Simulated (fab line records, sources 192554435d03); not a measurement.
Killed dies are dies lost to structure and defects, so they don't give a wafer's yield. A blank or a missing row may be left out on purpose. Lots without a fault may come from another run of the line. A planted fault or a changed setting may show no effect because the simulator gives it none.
Chamber matching | flow n5_finfet | N5_BEOL_M11_CURE_71 on uv_cure-01: 3 sister chambers
The step cures SiCOH lowk, time 240 s. 20 wafers are shown with their chamber, then 10 later ones without.

WAFERS WITH THEIR CHAMBER
wafer  | chamber | wafer_temp_C_max | lamp_power_pct (%)
L075.2 | 0       | 386.9            | 52.24
L075.4 | 0       | 386.7            | 52.26
L075.6 | 0       | 386.8            | 52.29
L077.1 | 0       | 386.8            | 52.29
L077.2 | 0       | 386.9            | 52.33
L077.5 | 0       | 386.8            | 52.20
L076.2 | 2       | 388.3            | 52.25
L076.5 | 2       | 387.6            | 52.29
L076.6 | 2       | 387.3            | 52.22
L080.1 | 1       | 389.0            | 52.26
L080.3 | 1       | 388.0            | 52.26
L080.5 | 1       | 387.2            | 52.34
L082.1 | 1       | 388.3            | 52.44
L082.2 | 1       | 387.2            | 52.43
L082.6 | 1       | 388.2            | 52.36
L086.1 | 0       | 386.0            | 52.27
L086.2 | 0       | 386.4            | 52.32
L086.5 | 0       | 386.3            | 52.31
L089.2 | 0       | 386.8            | 52.26
L089.5 | 0       | 386.5            | 52.35

SIGNATURES (means of the wafers above)
reading          | chamber 0 | chamber 1 | chamber 2 | scatter within a chamber
wafer_temp_C_max | 386.627   | 387.983   | 387.733   | 0.471
lamp_power_pct   | 52.2836   | 52.3483   | 52.2533   | 0.0554
Rule: a wafer's distance from a chamber is the root of the sum, over the readings, of the square of ((its reading less the chamber's mean) divided by the reading's scatter). The wafer belongs to the nearest chamber; if the next one is less than 2 further off, it can't be placed. The scatter: the root of (the sum of the squares of (reading less its chamber's mean) over the shown wafers, divided by (wafers less chambers)).

WAFERS WITHOUT THEIR CHAMBER
wafer  | wafer_temp_C_max | lamp_power_pct (%)
L089.6 | 386.2            | 52.33
L090.2 | 387.1            | 52.32
L090.5 | 387.9            | 52.26
L090.6 | 388.8            | 52.31
L091.4 | 386.4            | 52.40
L091.5 | 386.4            | 52.35
L091.6 | 387.1            | 52.28
L097.1 | 387.7            | 52.31
L097.2 | 387.3            | 52.27
L097.6 | 387.1            | 52.32

WHICH CHAMBER EACH WENT THROUGH
wafer  | from the rows above          | in truth
L089.6 | 0                            | 0
L090.2 | can't be placed: 0 or 2 or 1 | 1
L090.5 | can't be placed: 2 or 1      | 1
L090.6 | can't be placed: 1 or 2      | 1
L091.4 | can't be placed: 0 or 1 or 2 | 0
L091.5 | 0                            | 0
L091.6 | can't be placed: 0 or 2 or 1 | 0
L097.1 | can't be placed: 1 or 2 or 0 | 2
L097.2 | can't be placed: 2 or 0 or 1 | 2
L097.6 | can't be placed: 0 or 2 or 1 | 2
Placed correctly: 2 of 10. Can't be placed from these rows: 8 (the true chamber is among the candidates in 8). Placed wrongly: 0.
